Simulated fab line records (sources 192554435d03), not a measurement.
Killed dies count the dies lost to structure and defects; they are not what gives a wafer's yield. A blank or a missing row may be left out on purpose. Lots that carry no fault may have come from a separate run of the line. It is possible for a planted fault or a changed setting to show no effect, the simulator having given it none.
Split-lot experiment / flow n5 finfet / 21 wafers read from 7 lots, route of 1938 steps

## ON THE SPLIT
At N5_BEOL_M8_DEVELOP_10 (develop time 30 s), the setting develop time s was moved away from the recipe's 30 s on 4 of the 21 wafers read, by -17.8% to -15.9%. The other wafers ran this setting at the recipe's value.

## FROM THE SPLIT TO THE READING: what the file shows between them, 4 steps
- N5_BEOL_M8_ETCH_61: etches SiARC in CF4, target depth 45.5 nm, time 75.8 s (also split here: bias w)
- N5_BEOL_M8_ETCH_62: etches SOC in N2/H2, target depth 110 nm, overetch 22 nm, time 165 s
- N5_BEOL_M8_STRIP_68: strips in N2/H2
- N5_BEOL_M8_STRIP_67: strips in CF4

## THE READING
BEOL_M8.cd offset nm (the simulator's own value, which no gauge read), in nm, at N5_BEOL_M8_HM_OPEN_17 (chemistry Cl2/BCl3, target TiN, target depth 20 nm, overetch 6 nm). The file gives no usual value for it. Across the 17 wafers here that went through the recipe, the average is -0.3 nm and the standard deviation 0.41 nm.

wafer=L077.3; tool, chamber at the split=litho track-05, 0; develop time s as run, s=30; against the recipe=recipe; BEOL_M8.cd offset nm, nm=0; against lot-mates on the recipe=-
wafer=L077.4; tool, chamber at the split=litho track-05, 0; develop time s as run, s=24.67; against the recipe=-17.8%; BEOL_M8.cd offset nm, nm=-1.4; against lot-mates on the recipe=-1.4
wafer=L077.5; tool, chamber at the split=litho track-05, 0; develop time s as run, s=24.67; against the recipe=-17.8%; BEOL_M8.cd offset nm, nm=-1.6; against lot-mates on the recipe=-1.6
wafer=L079.1; tool, chamber at the split=litho track-05, 0; develop time s as run, s=30; against the recipe=recipe; BEOL_M8.cd offset nm, nm=-0.6; against lot-mates on the recipe=-
wafer=L079.3; tool, chamber at the split=litho track-05, 0; develop time s as run, s=30; against the recipe=recipe; BEOL_M8.cd offset nm, nm=-0.8; against lot-mates on the recipe=-
wafer=L079.5; tool, chamber at the split=litho track-05, 0; develop time s as run, s=30; against the recipe=recipe; BEOL_M8.cd offset nm, nm=-1; against lot-mates on the recipe=-
wafer=L080.2; tool, chamber at the split=litho track-02, 0; develop time s as run, s=30; against the recipe=recipe; BEOL_M8.cd offset nm, nm=-0.4; against lot-mates on the recipe=-
wafer=L080.5; tool, chamber at the split=litho track-02, 0; develop time s as run, s=30; against the recipe=recipe; BEOL_M8.cd offset nm, nm=-0.4; against lot-mates on the recipe=-
wafer=L080.6; tool, chamber at the split=litho track-02, 0; develop time s as run, s=30; against the recipe=recipe; BEOL_M8.cd offset nm, nm=-0.8; against lot-mates on the recipe=-
wafer=L085.1; tool, chamber at the split=litho track-02, 0; develop time s as run, s=30; against the recipe=recipe; BEOL_M8.cd offset nm, nm=0; against lot-mates on the recipe=-
wafer=L085.5; tool, chamber at the split=litho track-02, 0; develop time s as run, s=25.23; against the recipe=-15.9%; BEOL_M8.cd offset nm, nm=-1.4; against lot-mates on the recipe=-1.4
wafer=L085.6; tool, chamber at the split=litho track-02, 0; develop time s as run, s=25.23; against the recipe=-15.9%; BEOL_M8.cd offset nm, nm=-1.2; against lot-mates on the recipe=-1.2
wafer=L088.2; tool, chamber at the split=litho track-05, 0; develop time s as run, s=30; against the recipe=recipe; BEOL_M8.cd offset nm, nm=0; against lot-mates on the recipe=-
wafer=L088.3; tool, chamber at the split=litho track-05, 0; develop time s as run, s=30; against the recipe=recipe; BEOL_M8.cd offset nm, nm=0.4; against lot-mates on the recipe=-
wafer=L088.6; tool, chamber at the split=litho track-05, 0; develop time s as run, s=30; against the recipe=recipe; BEOL_M8.cd offset nm, nm=0.4; against lot-mates on the recipe=-
wafer=L092.1; tool, chamber at the split=litho track-03, 0; develop time s as run, s=30; against the recipe=recipe; BEOL_M8.cd offset nm, nm=-0.4; against lot-mates on the recipe=-
wafer=L092.3; tool, chamber at the split=litho track-03, 0; develop time s as run, s=30; against the recipe=recipe; BEOL_M8.cd offset nm, nm=-0.4; against lot-mates on the recipe=-
wafer=L092.2; tool, chamber at the split=litho track-03, 0; develop time s as run, s=30; against the recipe=recipe; BEOL_M8.cd offset nm, nm=-0.6; against lot-mates on the recipe=-
wafer=L095.1; tool, chamber at the split=litho track-03, 0; develop time s as run, s=30; against the recipe=recipe; BEOL_M8.cd offset nm, nm=0; against lot-mates on the recipe=-
wafer=L095.3; tool, chamber at the split=litho track-03, 0; develop time s as run, s=30; against the recipe=recipe; BEOL_M8.cd offset nm, nm=-0.2; against lot-mates on the recipe=-
wafer=L095.6; tool, chamber at the split=litho track-03, 0; develop time s as run, s=30; against the recipe=recipe; BEOL_M8.cd offset nm, nm=0.2; against lot-mates on the recipe=-

FIT RESULTS
A straight line over all 21 wafers: BEOL_M8.cd offset nm changes by +0.0672 nm for each +1% of develop time s; r = +0.77; the points scatter about the line by 0.39 nm.
The same after taking each lot's own level away (the mean of its wafers on the recipe; 21 wafers): +0.0833 nm for each +1%; r = +0.97; scatter 0.15 nm.
The reading moves by 1.5 nm for the largest change in develop time s, on that fit.
Measured against the standard deviation above, the lots' own levels, which go from -0.80 to 0.27 nm, span 2.6 times it.
So the lot-to-lot level blurs the effect unless lot-mates are compared.
Check: -1.51 nm against its lot-mates is what the line predicts for one of the wafers moved furthest among these (-17.8%) when that wafer is left out of the fit. Against them it came out at -1.4 nm.

## THE OTHER SPLITS THESE WAFERS WENT THROUGH
These wafers also went through other splits before the reading. Each is held against what the fit with the lots' levels taken away leaves over:
other split on the same wafers=N5_BEOL_M5_ETCH_41 source w; wafers away from the commonest value=7; r with BEOL_M8.cd offset nm (lot level and that fit taken away)=+0.23
other split on the same wafers=N5_BEOL_M6_EXPOSE_25 dose mj; wafers away from the commonest value=4; r with BEOL_M8.cd offset nm (lot level and that fit taken away)=+0.17
other split on the same wafers=N5_BEOL_M6_ETCH_66 bias w; wafers away from the commonest value=6; r with BEOL_M8.cd offset nm (lot level and that fit taken away)=+0.06
other split on the same wafers=N5_BEOL_M6_TRENCH_ETCH_37 bias w; wafers away from the commonest value=10; r with BEOL_M8.cd offset nm (lot level and that fit taken away)=+0.15
other split on the same wafers=N5_BEOL_M6_ETCH_41 time s; wafers away from the commonest value=8; r with BEOL_M8.cd offset nm (lot level and that fit taken away)=-0.17
other split on the same wafers=N5_BEOL_M8_ETCH_61 bias w; wafers away from the commonest value=5; r with BEOL_M8.cd offset nm (lot level and that fit taken away)=-0.33

## THE WHOLE CHAIN: every reading that the file lists as answering this split, in the file's order
step=N5_BEOL_M8_ETCH_61; what it does=etches SiARC in CF4, target depth 45.5 nm, time 75.8 s; reading=BEOL_M8.cd offset nm (the simulator's own value, which no gauge read); change (the file's fit)=+0.0714 nm for each +1% of the setting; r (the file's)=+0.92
step=N5_BEOL_M8_ETCH_62; what it does=etches SOC in N2/H2, target depth 110 nm, overetch 22 nm, time 165 s; reading=BEOL_M8.cd offset nm (the simulator's own value, which no gauge read); change (the file's fit)=+0.0888 nm for each +1% of the setting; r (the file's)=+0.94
step=N5_BEOL_M8_HM_OPEN_17; what it does=chemistry Cl2/BCl3, target TiN, target depth 20 nm, overetch 6 nm; reading=BEOL_M8.cd offset nm (the simulator's own value, which no gauge read); change (the file's fit)=+0.0832 nm for each +1% of the setting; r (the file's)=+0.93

## THE FILE'S OWN FIT
BEOL_M8.cd offset nm changes by +0.0832 nm for each +1% of develop time s, r = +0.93.
